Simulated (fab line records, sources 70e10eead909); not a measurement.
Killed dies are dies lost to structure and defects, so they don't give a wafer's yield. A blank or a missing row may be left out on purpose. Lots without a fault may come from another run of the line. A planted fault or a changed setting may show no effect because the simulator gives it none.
Problem report in the 8D (eight disciplines) form, filled by code | flow nand_harc | the parts of the form that need people (team, actions taken, sign-off) are left out

1. THE PROBLEM
heater_power_total_W at NHARC_P_M1_SOFTBAKE_04 reads a mean of 204.09 W on 6 wafers of 2 lots; wafers without a fault read 188.44 W with a standard deviation of 0.12. That is +99 or more standard deviations from the usual mean.
The step: time 55 s.
First seen on wafer L993.2, day 7 14:00, on litho_track-04. The record holds 33 wafers of 11 lots with a number at this step. Rule for "out", or "out of limits": more than 4 standard deviations from the usual mean. The other wafers with a number count as sound.

2. WHAT IT IS AND WHAT IT IS NOT
question                    | is                     | is not
which readings at this step | heater_power_total_W   | -
which lots                  | L993, L995             | L102, L103, L106, L107, L108, L110, L987, L990, L992
which wafers of those lots  | all that have a number | -
read on which tools         | litho_track-04         | litho_track-01, litho_track-06
when                        | from day 7 14:00       | up to then (9 sound wafers); but 18 sound wafers of L102, L103, L106, L107, L108, L110 came after

3. SUSPECTS, AND WHAT RULES EACH OUT
Counting: a tool at a process step up to the reading stays a suspect if it ran every lot that is out and no sound lot after the first of them.
- cmp-04 at NHARC_P_M0_CMP_23 (polishes, t overpolish 20 s, target thk 117.53 nm): kept. It ran every lot that is out, first L993 (day 7 12:47), and no sound lot after that; its last sound lot up to then is L987 (day 5 17:05).
- litho_track-04 at NHARC_P_M1_SOFTBAKE_04 (time 55 s): kept. It ran every lot that is out, first L993 (day 7 14:00), and no sound lot after that; its last sound lot up to then is L992 (day 7 08:00). Its own readings are out on those wafers: heater_power_total_W.
Left after counting: cmp-04 at NHARC_P_M0_CMP_23, litho_track-04 at NHARC_P_M1_SOFTBAKE_04.

4. THE CAUSE (what the simulator had put in)
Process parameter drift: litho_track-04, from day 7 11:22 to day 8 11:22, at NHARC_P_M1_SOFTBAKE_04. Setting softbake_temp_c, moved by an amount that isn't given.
Counting left 2 suspects, and this tool is among them.

5. THE CHAIN OF EFFECTS, in route order
Each row: a reading whose mean over the struck wafers that have a number lies more than 3 standard deviations from the usual. Only readings for which the record gives a usual standard deviation are gone through. hours: the time from each lot's start at the first step in this table that gives one to its start at this step, as a median over the lots. sigmas: the change in usual standard deviations.
hours | step                   | reading              | usual    | on struck wafers | change | sigmas
0     | NHARC_P_M1_SOFTBAKE_04 | heater_power_total_W | 188.44 W | 204.09           | +15.65 | +99 or more
The process steps in it:
- NHARC_P_M1_SOFTBAKE_04: time 55 s.
Later measuring or inspecting steps at which every struck wafer that the step has a row for has a number for every such reading, and none has moved that far: NHARC_END_SORT_01.

6. WHAT WOULD HAVE CAUGHT IT SOONER
In this record the first reading out of limits was taken at day 7 14:00, 3 hours after the fault began at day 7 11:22.
